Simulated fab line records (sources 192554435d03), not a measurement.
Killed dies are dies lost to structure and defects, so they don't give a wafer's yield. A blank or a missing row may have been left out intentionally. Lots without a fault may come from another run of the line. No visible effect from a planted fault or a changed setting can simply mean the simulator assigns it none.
Which of the tools did it? + flow n5Finfet + 24 lots with 72 wafers sampled at 3 steps, on a route of 1938 steps

WHAT EACH GAUGE READ, for each wafer
N5_BEOL_M10_OVL_MEAS_29. Usual: V9_OVL -0.1 nm, standard deviation 0.6.
| lot  | measured     | on         | V9_OVL (nm)    | flag |
|------|--------------|------------|----------------|------|
| L075 | day 9 18:22  | overlay-01 | -0.1 -0.3 0.0  |      |
| L074 | day 9 18:32  | overlay-01 | -0.1 0.1 0.1   |      |
| L076 | day 10 09:28 | overlay-01 | 0.0 -0.5 -0.2  |      |
| L077 | day 10 19:11 | overlay-01 | -0.2 0.0 0.9   |      |
| L078 | day 10 23:08 | overlay-02 | -0.1 0.6 0.2   |      |
| L080 | day 11 08:00 | overlay-01 | -0.2 -0.7 0.2  |      |
| L079 | day 11 08:10 | overlay-01 | 0.1 0.1 -0.2   |      |
| L082 | day 11 12:52 | overlay-02 | -0.9 -0.8 -0.1 |      |
| L081 | day 11 15:53 | overlay-02 | 0.5 0.3 0.1    |      |
| L083 | day 12 07:00 | overlay-02 | -0.2 -0.1 -0.8 |      |
| L084 | day 12 13:43 | overlay-02 | -1.0 -1.4 -1.5 |      |
| L086 | day 12 14:39 | overlay-01 | 0.2 0.4 -0.1   |      |
| L085 | day 12 20:03 | overlay-02 | -0.3 0.1 1.1   |      |
| L087 | day 13 03:08 | overlay-01 | -0.4 -0.4 -1.0 |      |
| L090 | day 13 18:28 | overlay-01 | -0.3 -0.8 -0.8 |      |
| L088 | day 13 18:04 | overlay-01 | 0.8 0.5 0.0    |      |
| L089 | day 13 22:20 | overlay-01 | -0.7 0.2 -0.4  |      |
| L091 | day 14 11:53 | overlay-02 | -1.2 -0.2 -0.1 |      |
| L092 | day 14 14:17 | overlay-02 | -0.5 1.1 -0.4  |      |
| L093 | day 14 16:55 | overlay-02 | -0.2 0.1 -0.1  |      |
| L094 | day 14 20:35 | overlay-02 | 0.4 -0.5 -0.2  |      |
| L095 | day 15 04:50 | overlay-02 | 0.0 0.3 0.0    |      |
| L096 | day 15 11:33 | overlay-01 | -1.5 -0.9 -1.1 |      |
| L097 | day 15 12:17 | overlay-02 | -0.4 1.0 0.0   |      |

WHAT TOOL EACH LOT RAN ON (gives the tool, then ch and the chambers of the sampled wafers, and finally the start)
| lot  | N5_BEOL_M8_VIA_ETCH_34            | N5_BEOL_M9_CURE_72           |
|------|-----------------------------------|------------------------------|
| L075 | rieDiel-05 ch 0,2, day 9 02:51    | uvCure-01 ch 1, day 9 12:32  |
| L074 | rieDiel-05 ch 0,1,2, day 9 03:23  | uvCure-02 ch 0, day 9 12:49  |
| L076 | rieDiel-02 ch 0,1,3, day 9 19:13  | uvCure-01 ch 2, day 10 04:32 |
| L077 | rieDiel-06 ch 0,1,2, day 10 01:45 | uvCure-01 ch 0, day 10 09:57 |
| L078 | rieDiel-05 ch 1,2,3, day 10 07:36 | uvCure-03 ch 0, day 10 16:42 |
| L080 | rieDiel-05 ch 0,2,3, day 10 16:14 | uvCure-02 ch 2, day 10 23:47 |
| L079 | rieDiel-05 ch 0,2,3, day 10 16:38 | uvCure-03 ch 2, day 11 02:04 |
| L082 | rieDiel-02 ch 0,1,3, day 10 23:19 | uvCure-03 ch 2, day 11 05:55 |
| L081 | rieDiel-02 ch 0,1,3, day 10 23:43 | uvCure-01 ch 1, day 11 08:47 |
| L083 | rieDiel-06 ch 0,1, day 11 16:08   | uvCure-03 ch 1, day 11 23:29 |
| L084 | rieDiel-02 ch 2,3, day 11 23:05   | uvCure-02 ch 0, day 12 07:51 |
| L086 | rieDiel-05 ch 1,2, day 11 23:14   | uvCure-01 ch 2, day 12 08:23 |
| L085 | rieDiel-05 ch 0,2, day 12 04:44   | uvCure-02 ch 1, day 12 12:22 |
| L087 | rieDiel-02 ch 0,2, day 12 13:56   | uvCure-02 ch 1, day 12 20:53 |
| L090 | rieDiel-02 ch 0,1,2, day 13 03:26 | uvCure-03 ch 1, day 13 12:02 |
| L088 | rieDiel-06 ch 1,2,3, day 13 03:30 | uvCure-02 ch 1, day 13 11:38 |
| L089 | rieDiel-05 ch 0,3, day 13 06:00   | uvCure-03 ch 1, day 13 15:34 |
| L091 | rieDiel-06 ch 0,3, day 13 18:50   | uvCure-01 ch 1, day 14 02:28 |
| L092 | rieDiel-02 ch 0,1,2, day 13 22:46 | uvCure-02 ch 2, day 14 08:47 |
| L093 | rieDiel-06 ch 2,3, day 14 02:09   | uvCure-02 ch 2, day 14 12:59 |
| L094 | rieDiel-02 ch 1,2,3, day 14 08:40 | uvCure-01 ch 1, day 14 15:23 |
| L095 | rieDiel-02 ch 2,3, day 14 12:42   | uvCure-02 ch 0, day 14 21:13 |
| L096 | rieDiel-06 ch 1,3, day 14 21:01   | uvCure-03 ch 0, day 15 05:07 |
| L097 | rieDiel-06 ch 2,3, day 14 23:03   | uvCure-02 ch 2, day 15 06:21 |
- N5_BEOL_M8_VIA_ETCH_34: etches SiCOH lowk in C4F6/O2, target depth 125.5 nm, time 50.5 s.
- N5_BEOL_M9_CURE_72: cures SiCOH lowk, time 120 s.

AS READ BY THE TOOLS THEMSELVES (means over the sampled wafers that have a number; for cases with no such wafer, the mark the record gives instead)
N5_BEOL_M8_VIA_ETCH_34. Usual: drypumpMotorCurrentA 5.8 A, standard deviation 0.48; oesProductAu 0.76 a.u., standard deviation 0.075; rfVppV 659 V, standard deviation 15; showerheadPlenumPTorr 2.88 Torr, standard deviation 0.053; throttleValvePct 21.0 %, standard deviation 0.31.
| lot  | tool       | drypumpMotorCurrentA (A) | oesProductAu (a.u.) | rfVppV (V) | showerheadPlenumPTorr (Torr) | throttleValvePct (%) | flag |
|------|------------|--------------------------|---------------------|------------|------------------------------|----------------------|------|
| L075 | rieDiel-05 | 5.1                      | 0.75                | 678        | 2.91                         | 20.8                 |      |
| L074 | rieDiel-05 | 5.5                      | 0.77                | 678        | 2.90                         | 21.0                 |      |
| L076 | rieDiel-02 | 6.2                      | 0.77                | 650        | 2.88                         | 21.0                 |      |
| L077 | rieDiel-06 | 5.9                      | 0.71                | 649        | 2.86                         | 21.0                 |      |
| L078 | rieDiel-05 | 5.5                      | 0.78                | 670        | 2.93                         | 20.8                 |      |
| L080 | rieDiel-05 | 5.3                      | 0.75                | 671        | 2.92                         | 20.9                 |      |
| L079 | rieDiel-05 | 5.3                      | 0.76                | 670        | 2.92                         | 20.9                 |      |
| L082 | rieDiel-02 | 6.2                      | 0.75                | 649        | 2.88                         | 21.0                 |      |
| L081 | rieDiel-02 | 6.2                      | 0.75                | 650        | 2.88                         | 21.0                 |      |
| L083 | rieDiel-06 | 5.9                      | 0.68                | 654        | 2.87                         | 21.0                 |      |
| L084 | rieDiel-02 | 5.4                      | 0.71                | 644        | 2.84                         | 21.4                 |      |
| L086 | rieDiel-05 | 5.8                      | 0.76                | 679        | 2.89                         | 20.9                 |      |
| L085 | rieDiel-05 | 5.3                      | 0.74                | 675        | 2.88                         | 21.1                 |      |
| L087 | rieDiel-02 | 6.0                      | 0.78                | 655        | 2.93                         | 21.1                 |      |
| L090 | rieDiel-02 | 6.0                      | 0.82                | 655        | 2.87                         | 20.9                 |      |
| L088 | rieDiel-06 | 5.6                      | 0.74                | 659        | 2.88                         | 21.0                 |      |
| L089 | rieDiel-05 | 5.5                      | 0.75                | 668        | 2.89                         | 21.1                 |      |
| L091 | rieDiel-06 | 5.9                      | 0.74                | 665        | 2.85                         | 21.2                 |      |
| L092 | rieDiel-02 | 6.0                      | 0.81                | 655        | 2.87                         | 20.9                 |      |
| L093 | rieDiel-06 | 5.6                      | 0.76                | 664        | 2.86                         | 21.1                 |      |
| L094 | rieDiel-02 | 5.8                      | 0.78                | 648        | 2.82                         | 21.1                 |      |
| L095 | rieDiel-02 | 5.6                      | 0.71                | 638        | 2.83                         | 21.4                 |      |
| L096 | rieDiel-06 | 5.7                      | 0.92                | 664        | 2.89                         | 20.8                 |      |
| L097 | rieDiel-06 | 5.6                      | 0.73                | 655        | 2.85                         | 21.0                 |      |

N5_BEOL_M9_CURE_72. Usual: lampPowerPct 52.31 %, standard deviation 0.052; wafer_temp_C_max 371.6, standard deviation 0.66.
| lot  | tool      | lampPowerPct (%) | wafer_temp_C_max | flag |
|------|-----------|------------------|------------------|------|
| L075 | uvCure-01 | 52.29            | 372.6            |      |
| L074 | uvCure-02 | 52.27            | 371.0            |      |
| L076 | uvCure-01 | 52.30            | 371.2            |      |
| L077 | uvCure-01 | 52.35            | 372.1            |      |
| L078 | uvCure-03 | 52.25            | 372.2            |      |
| L080 | uvCure-02 | 52.28            | 371.2            |      |
| L079 | uvCure-03 | 52.32            | 372.1            |      |
| L082 | uvCure-03 | 52.35            | 372.2            |      |
| L081 | uvCure-01 | 52.29            | 372.5            |      |
| L083 | uvCure-03 | 52.30            | 370.8            |      |
| L084 | uvCure-02 | 52.29            | 371.3            |      |
| L086 | uvCure-01 | 52.33            | 371.1            |      |
| L085 | uvCure-02 | 52.34            | 371.2            |      |
| L087 | uvCure-02 | 52.26            | 371.2            |      |
| L090 | uvCure-03 | 52.32            | 371.2            |      |
| L088 | uvCure-02 | 52.32            | 371.0            |      |
| L089 | uvCure-03 | 52.34            | 371.2            |      |
| L091 | uvCure-01 | 52.27            | 372.5            |      |
| L092 | uvCure-02 | 52.28            | 371.0            |      |
| L093 | uvCure-02 | 52.30            | 371.0            |      |
| L094 | uvCure-01 | 52.36            | 372.4            |      |
| L095 | uvCure-02 | 52.31            | 370.9            |      |
| L096 | uvCure-03 | 52.36            | 372.0            |      |
| L097 | uvCure-02 | 52.26            | 371.0            |      |

THE ANSWER, worked out from the rows above alone
Rule: take the mean of a lot's wafers that have a number; if it is more than 3 standard deviations from the usual mean, the lot is off. Also off: a lot with no number at a reading for which 4 or more lots have one. All remaining lots with rows at the step are treated as sound. The gauges are gone through in route order, then the tools' own readings, and for those a lot's mean is taken as printed above. The first step at which some lot is off is used, and at that step the reading that is off furthest; a lot without a number counts as furthest.
None of the lots is off at any reading shown; this tells nothing.

WHAT WAS PUT IN BY THE SIMULATOR
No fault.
